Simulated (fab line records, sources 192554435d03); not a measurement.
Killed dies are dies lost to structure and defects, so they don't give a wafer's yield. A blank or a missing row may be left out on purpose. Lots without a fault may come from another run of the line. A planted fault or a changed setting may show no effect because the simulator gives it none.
Which tool did it? | flow n5_finfet | 15 lots, 44 wafers sampled, at 6 steps of a route of 1938

WHAT THE GAUGES READ, wafer by wafer
N5_BEOL_M6_OCD_MEAS_38. Usual: trench_depth_nm 94.7 nm, standard deviation 1.4.
lot  | measured     | on     | trench_depth_nm (nm) | flag
L881 | day 9 01:33  | ocd-01 | 92.2 94.1 95.1       |
L884 | day 9 04:37  | ocd-01 | 93.8 93.5 97.6       |
L883 | day 9 05:01  | ocd-01 | 93.2 93.0 95.8       |
L885 | day 10 01:47 | ocd-02 | 93.7 96.9 93.7       |
L886 | day 10 03:47 | ocd-02 | 92.9 94.7 95.8       |
L888 | day 10 12:30 | ocd-02 | 97.0 93.3 96.9       |
L890 | day 11 11:32 | ocd-01 | 94.9 94.3 96.5       |
L892 | day 11 18:19 | ocd-02 | 93.1 94.0 96.0       |
L895 | day 12 01:49 | ocd-02 | 97.2 94.6 95.7       |
L894 | day 12 01:53 | ocd-01 | 94.5 96.4 93.7       |
L899 | day 13 02:44 | ocd-01 | 94.6 96.2 94.8       |
L900 | day 13 14:09 | ocd-01 | 93.2 95.0 92.7       |
L901 | day 13 20:31 | ocd-02 | 92.4 94.8 95.8       |
L902 | day 14 03:43 | ocd-02 | 95.9 92.1 95.9       |
L904 | day 15 04:58 | ocd-02 | 96.1 96.1            |

N5_BEOL_M7_OVL_MEAS_12. Usual: M7_OVL 0.2 nm, standard deviation 0.64.
lot  | measured     | on         | M7_OVL (nm)    | flag
L881 | day 9 06:43  | overlay-01 | -0.7 0.6 0.6   |
L884 | day 9 10:10  | overlay-02 | 0.8 0.3 -0.4   |
L883 | day 9 10:12  | overlay-02 | 0.2 -0.1 0.4   |
L885 | day 10 06:59 | overlay-01 | -0.1 -1.0 -1.4 |
L886 | day 10 10:11 | overlay-02 | 0.0 -0.3 0.3   |
L888 | day 10 17:46 | overlay-02 | 1.0 0.7 0.4    |
L890 | day 11 16:15 | overlay-02 | -0.9 -1.0 -0.4 |
L892 | day 12 01:12 | overlay-01 | 0.7 1.5 0.8    |
L895 | day 12 07:02 | overlay-02 | 1.6 0.3 0.8    |
L894 | day 12 07:21 | overlay-02 | 0.9 1.9 0.7    |
L899 | day 13 07:54 | overlay-01 | -0.5 0.4 0.3   |
L900 | day 13 20:43 | overlay-01 | -0.3 1.5 0.7   |
L901 | day 14 02:37 | overlay-01 | -0.2 -0.5 0.6  |
L902 | day 14 08:38 | overlay-02 | 0.8 0.6 0.7    |
L904 | day 15 08:40 | overlay-02 | 0.4 -0.2       |

N5_BEOL_M7_CD_MEAS_18: pitch 80 nm, target cd 40 nm. Usual: cd_nm 39.9 nm, standard deviation 0.6.
lot  | measured     | on        | cd_nm (nm)     | flag
L881 | day 9 07:14  | cd_sem-02 | 38.9 39.9 38.7 |
L884 | day 9 10:47  | cd_sem-02 | 39.7 39.0 39.6 |
L883 | day 9 10:56  | cd_sem-03 | 40.3 39.3 39.4 |
L885 | day 10 07:31 | cd_sem-03 | 40.5 39.9 40.9 |
L886 | day 10 11:10 | cd_sem-03 | 40.2 38.9 39.1 |
L888 | day 10 18:17 | cd_sem-02 | 40.3 39.6 40.3 |
L890 | day 11 16:46 | cd_sem-01 | 39.9 40.7 41.4 |
L892 | day 12 01:46 | cd_sem-01 | - - -          | OFF
L895 | day 12 07:36 | cd_sem-01 | - - -          | OFF
L894 | day 12 07:56 | cd_sem-01 | - - -          | OFF
L899 | day 13 08:26 | cd_sem-01 | 40.4 40.0 40.9 |
L900 | day 13 21:20 | cd_sem-01 | 40.6 41.8 39.9 |
L901 | day 14 03:17 | cd_sem-03 | 39.2 39.4 39.6 |
L902 | day 14 09:19 | cd_sem-03 | 40.3 39.9 39.3 |
L904 | day 15 10:49 | cd_sem-02 | 39.8 39.5      |

WHICH TOOL RAN EACH LOT (tool, then ch and the chambers of the sampled wafers, then the start)
lot  | N5_BEOL_M6_SPUTTER_48        | N5_BEOL_M7_HM_DEP_02         | N5_BEOL_M7_HM_OPEN_17
L881 | pvd_sputter-03, day 9 04:04  | pvd_sputter-01, day 9 06:11  | rie_metal-01 ch 0,1, day 9 07:03
L884 | pvd_sputter-02, day 9 06:36  | pvd_sputter-03, day 9 09:38  | rie_metal-01 ch 0,1, day 9 10:34
L883 | pvd_sputter-02, day 9 06:47  | pvd_sputter-03, day 9 09:44  | rie_metal-02 ch 0,1, day 9 10:39
L885 | pvd_sputter-01, day 10 03:31 | pvd_sputter-02, day 10 06:28 | rie_metal-01 ch 0,1, day 10 07:20
L886 | pvd_sputter-02, day 10 06:17 | pvd_sputter-02, day 10 09:40 | rie_metal-01 ch 0,1, day 10 10:59
L888 | pvd_sputter-02, day 10 14:32 | pvd_sputter-02, day 10 17:14 | rie_metal-02 ch 0,1, day 10 18:08
L890 | pvd_sputter-03, day 11 12:58 | pvd_sputter-03, day 11 15:43 | rie_metal-03 ch 0,1, day 11 16:35
L892 | pvd_sputter-02, day 11 22:41 | pvd_sputter-03, day 12 00:40 | rie_metal-01 ch 0,1, day 12 01:32
L895 | pvd_sputter-03, day 12 03:47 | pvd_sputter-01, day 12 06:31 | rie_metal-01 ch 0,1, day 12 07:23
L894 | pvd_sputter-01, day 12 04:08 | pvd_sputter-01, day 12 06:57 | rie_metal-02 ch 0,1, day 12 07:45
L899 | pvd_sputter-01, day 13 04:16 | pvd_sputter-01, day 13 07:22 | rie_metal-01 ch 0,1, day 13 08:16
L900 | pvd_sputter-01, day 13 17:11 | pvd_sputter-03, day 13 20:11 | rie_metal-03 ch 0,1, day 13 21:09
L901 | pvd_sputter-03, day 13 21:58 | pvd_sputter-03, day 14 02:05 | rie_metal-02 ch 1, day 14 03:04
L902 | pvd_sputter-03, day 14 05:18 | pvd_sputter-01, day 14 08:07 | rie_metal-02 ch 1, day 14 09:01
L904 | pvd_sputter-02, day 15 06:23 | pvd_sputter-02, day 15 08:16 | rie_metal-01 ch 0, day 15 10:20
- N5_BEOL_M6_SPUTTER_48: material Cu, target thk 10 nm, time 1.667 s.
- N5_BEOL_M7_HM_DEP_02: deposits TiN, target thk 20 nm.
- N5_BEOL_M7_HM_OPEN_17: chemistry Cl2/BCl3, target TiN, target depth 20 nm, overetch 6 nm.

WHAT THE TOOLS THEMSELVES READ (means of the sampled wafers that have a number; where no wafer has one, the mark that the record gives instead)
N5_BEOL_M6_SPUTTER_48. Usual: bias_v 59.9 V, standard deviation 0.6; throttle_valve_pct 30.3 %, standard deviation 0.88.
lot  | tool           | bias_v (V) | throttle_valve_pct (%) | flag
L881 | pvd_sputter-03 | 60.3       | 29.9                   |
L884 | pvd_sputter-02 | 60.0       | 31.2                   |
L883 | pvd_sputter-02 | 59.7       | 30.8                   |
L885 | pvd_sputter-01 | 60.9       | 30.8                   |
L886 | pvd_sputter-02 | 59.1       | 30.2                   |
L888 | pvd_sputter-02 | 60.2       | 30.9                   |
L890 | pvd_sputter-03 | 60.0       | 29.9                   |
L892 | pvd_sputter-02 | 60.0       | 30.2                   |
L895 | pvd_sputter-03 | 60.2       | 29.9                   |
L894 | pvd_sputter-01 | 60.3       | 30.9                   |
L899 | pvd_sputter-01 | 59.9       | 30.3                   |
L900 | pvd_sputter-01 | 59.4       | 31.2                   |
L901 | pvd_sputter-03 | 60.1       | 29.8                   |
L902 | pvd_sputter-03 | 59.9       | 30.4                   |
L904 | pvd_sputter-02 | 59.7       | 31.0                   |

N5_BEOL_M7_HM_DEP_02. Usual: chamber_pressure_pa 0.5000 Pa, standard deviation 0.001; substrate_temp_c 25.00 C, standard deviation 0.11; throttle_valve_pct 30.3 %, standard deviation 0.96.
lot  | tool           | chamber_pressure_pa (Pa) | substrate_temp_c (C) | throttle_valve_pct (%) | flag
L881 | pvd_sputter-01 | 0.5003                   | 25.03                | 30.8                   |
L884 | pvd_sputter-03 | 0.5005                   | 24.88                | 30.8                   |
L883 | pvd_sputter-03 | 0.4993                   | 25.07                | 30.4                   |
L885 | pvd_sputter-02 | 0.5004                   | 24.99                | 30.1                   |
L886 | pvd_sputter-02 | 0.4998                   | 24.98                | 30.1                   |
L888 | pvd_sputter-02 | 0.4999                   | 25.09                | 30.7                   |
L890 | pvd_sputter-03 | 0.4998                   | 24.96                | 29.8                   |
L892 | pvd_sputter-03 | -                        | -                    | -                      | OFF
L895 | pvd_sputter-01 | -                        | -                    | -                      | OFF
L894 | pvd_sputter-01 | -                        | -                    | -                      | OFF
L899 | pvd_sputter-01 | 0.5001                   | 24.98                | 31.6                   |
L900 | pvd_sputter-03 | 0.5000                   | 24.94                | 30.4                   |
L901 | pvd_sputter-03 | 0.5010                   | 24.99                | 30.9                   |
L902 | pvd_sputter-01 | 0.5002                   | 25.04                | 31.1                   |
L904 | pvd_sputter-02 | 0.5007                   | 25.06                | 31.0                   |

N5_BEOL_M7_HM_OPEN_17. Usual: drypump_motor_current_A 5.8 A, standard deviation 0.39; mfc_cl2_sccm 53.22 sccm, standard deviation 0.16; oes_product_au 0.65 a.u., standard deviation 0.11; rf_fwd_power_W 991 W, standard deviation 3.7; throttle_valve_pct 22.40 %, standard deviation 0.19.
lot  | tool         | drypump_motor_current_A (A) | mfc_cl2_sccm (sccm) | oes_product_au (a.u.) | rf_fwd_power_W (W) | throttle_valve_pct (%) | flag
L881 | rie_metal-01 | 5.9                         | 53.17               | 0.55                  | 987                | 22.49                  |
L884 | rie_metal-01 | 5.8                         | 53.33               | 0.56                  | 985                | 22.47                  |
L883 | rie_metal-02 | 5.8                         | 53.16               | 0.55                  | 990                | 22.46                  |
L885 | rie_metal-01 | 6.1                         | 53.32               | 0.54                  | 989                | 22.59                  |
L886 | rie_metal-01 | 6.1                         | 53.29               | 0.54                  | 990                | 22.60                  |
L888 | rie_metal-02 | 5.8                         | 53.20               | 0.54                  | 993                | 22.47                  |
L890 | rie_metal-03 | 5.8                         | 53.11               | 0.68                  | 997                | 22.32                  |
L892 | rie_metal-01 | 6.1                         | 53.29               | 0.28                  | 992                | 23.23                  | OFF
L895 | rie_metal-01 | 5.9                         | 53.17               | 0.32                  | 992                | 23.09                  | OFF
L894 | rie_metal-02 | 5.8                         | 53.21               | 0.28                  | 993                | 22.99                  | OFF
L899 | rie_metal-01 | 5.9                         | 53.21               | 0.71                  | 990                | 22.43                  |
L900 | rie_metal-03 | 5.5                         | 53.26               | 0.66                  | 992                | 22.19                  |
L901 | rie_metal-02 | 5.6                         | 53.26               | 0.78                  | 996                | 22.28                  |
L902 | rie_metal-02 | 5.6                         | 53.18               | 0.79                  | 991                | 22.27                  |
L904 | rie_metal-01 | 5.5                         | 53.14               | 0.76                  | 985                | 22.34                  |

THE ANSWER, worked out from the rows above alone
Rule: a lot is off if the mean of its wafers that have a number lies more than 3 standard deviations from the usual mean. A lot without any number at a reading at which 4 lots or more have one is off too. The other lots that the step has rows for count as sound. The gauges are gone through in route order, then the tools' own readings, and for those a lot's mean is taken as printed above. The first step at which some lot is off is used, and at that step the reading that is off furthest; a lot without a number counts as furthest.
Off: L892, L895, L894, at N5_BEOL_M7_CD_MEAS_18 (cd_nm). Without a number there: L892, L895, L894.
A tool fits if, at a process step before that reading, it ran every lot that is off, and no sound lot after the first of them. The gauges at N5_BEOL_M7_CD_MEAS_18 aren't tried: what is off there is off at N5_BEOL_M7_HM_DEP_02 too, on other tools, and a gauge's error can't cause that. None of those tried fits.

WHAT THE SIMULATOR HAD PUT IN
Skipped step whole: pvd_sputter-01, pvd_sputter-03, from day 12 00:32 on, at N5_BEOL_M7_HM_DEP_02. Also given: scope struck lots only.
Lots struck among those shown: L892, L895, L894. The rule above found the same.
